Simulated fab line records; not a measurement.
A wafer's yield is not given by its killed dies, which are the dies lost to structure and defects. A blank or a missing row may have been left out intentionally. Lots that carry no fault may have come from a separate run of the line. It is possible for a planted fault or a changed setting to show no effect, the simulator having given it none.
Struck lot and sound lot, side by side | flow n5Finfet | 37 steps out of a route of 1938
Sound: wafers L193.1, L193.2, L193.6. Struck: wafer L185.1. (L185.5 of the same lot was not struck and is left out.) The cause comes at the end.
Order at every step that has rows: each side's tool, ch and its chambers, its first start. Under that, the readings that differ: sound wafers | struck wafers | difference of the means | sigmas: that difference in standard deviations of wafers without a fault.
alike: a reading whose means differ by less than 2 such deviations, as well as words and numbers matching on both sides. not compared: withheld readings; readings where some wafer has no value; bounds like >300 that might hide an equal value; numbers whose values overlap and for which the record gives no deviation.
The two part at a step that has a row with sigmas, a row that says differs or no value, or rows on one side only. Numbers that have no deviation but don't overlap get no sigmas and don't part them. A reading that every wafer of one side lacks parts them only if that side has two wafers or more.

first, 8 steps without rows for these wafers: N5_BEOL_M15_SPUTTER_43 (material TaN, target thk 15 nm, time 24.19 s); N5_BEOL_M15_SPUTTER_44 (material Ta, target thk 15 nm, time 24.19 s); N5_BEOL_M15_SPUTTER_45 (material Cu, target thk 100 nm, time 16.67 s); N5_BEOL_M15_ECD_47 (material Cu, target thk 1860 nm); N5_BEOL_M15_ANNEAL_48 (time 90 s); N5_BEOL_M15_CMP_49 (polishes, stops on SiO2, t overpolish 4.9 s, target thk 850 nm); N5_BEOL_M15_PRE_CLEAN_52 (time 15 s); N5_BEOL_M15_DEP_53 (deposits SiCN from 3MS/NH3, target thk 50 nm, time 17.8 s).
N5_PASSIVATION_PECVD_00: deposits SiO2 from SiH4/N2O, target thk 200 nm, time 11.2 s.
  sound on pecvd-02 ch 0,2, day 16 02:11; struck on pecvd-04 ch 0, day 14 22:53
reading                                       | sound             | struck | difference | sigmas
heaterPowerW (W)                              | 709 585 717       | 453    | -217       | -2
model.SiO2_of_PASSIVATION_PECVD_00.thkNm (nm) | 195.4 196.4 201.4 | 190.2  | -7.5       | 
  alike: showerheadPlenumPTorr, throttleValvePct
then, 26 steps without rows for these wafers: N5_MIM_BOT_DEGAS_01 (time 60 s); N5_MIM_BOT_SPUTTER_00 (material TiN, target thk 35 nm, time 89.7 s); N5_MIM_TOP_ALD_00 (deposits Al2O3, purge time 3 s, co reactant pulse time 3 s); N5_MIM_TOP_ALD_01 (deposits HfO2, target thk 5.6 nm, pulse time 1 s, purge time 3 s); N5_MIM_TOP_ALD_02 (deposits Al2O3, purge time 3 s, co reactant pulse time 3 s); N5_MIM_TOP_DEGAS_04 (time 60 s); N5_MIM_TOP_SPUTTER_03 (material TiN, target thk 35 nm, time 89.7 s); N5_MIM_TOP_LITHO_HMDS_01 (time 60 s); N5_MIM_TOP_LITHO_COAT_02; N5_MIM_TOP_LITHO_EBR_04; N5_MIM_TOP_LITHO_SOFTBAKE_03 (time 90 s); N5_MIM_TOP_LITHO_EXPOSE_05 (exposes mask MIM TOP, target cd 2000 nm); N5_MIM_TOP_LITHO_PEB_06; N5_MIM_TOP_LITHO_DEVELOP_07 (develop time 60 s); N5_MIM_TOP_LITHO_HARDBAKE_09 (time 120 s); N5_MIM_TOP_LITHO_DESCUM_10 (chemistry O2, time 7.9 s); N5_MIM_TOP_ETCH_ETCH_00 (etches TiN in Cl2/BCl3, target depth 38.5 nm); N5_MIM_TOP_ETCH_STRIP_01 (strips in O2); N5_MIM_TOP_ETCH_PECVD_03 (deposits SiNx from SiH4/NH3/N2, target thk 20 nm, time 17.6 s); N5_MIM_BOT_LITHO_HMDS_01 (time 60 s); N5_MIM_BOT_LITHO_COAT_02; N5_MIM_BOT_LITHO_EBR_04; N5_MIM_BOT_LITHO_SOFTBAKE_03 (time 90 s); N5_MIM_BOT_LITHO_EXPOSE_05 (exposes mask MIM BOT); N5_MIM_BOT_LITHO_PEB_06; N5_MIM_BOT_LITHO_DEVELOP_07 (develop time 60 s).
N5_MIM_BOT_ETCH_ETCH_00: etches TiN in Cl2/BCl3, target depth 45.5 nm.
  sound on rieMetal-01 ch 0,1, day 16 06:40; struck on rieMetal-03 ch 0, day 15 04:31
reading                                       | sound           | struck | difference | sigmas
drypumpMotorCurrentA (A)                      | 5.3 5.2 5.2     | 6.0    | +0.8       | +2
model.SiO2_of_PASSIVATION_PECVD_00.thkNm (nm) | 192.8 194 198.8 | 187.6  | -7.6       | 
  alike: oes_ar_750_au, oesProductAu, throttleValvePct
  not compared: rfHoursCounterH
N5_PASSIVATION_PROBE_49:
  only the struck wafers here have rows in the record (prober-02, day 15 14:56); the sound ones have none

WHERE THEY PART
First at N5_PASSIVATION_PECVD_00; last, within this record, at N5_PASSIVATION_PROBE_49.

WHY: what had been put in by the simulator
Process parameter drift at N5_PASSIVATION_PECVD_00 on pecvd-04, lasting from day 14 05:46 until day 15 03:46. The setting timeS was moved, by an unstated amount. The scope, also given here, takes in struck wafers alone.
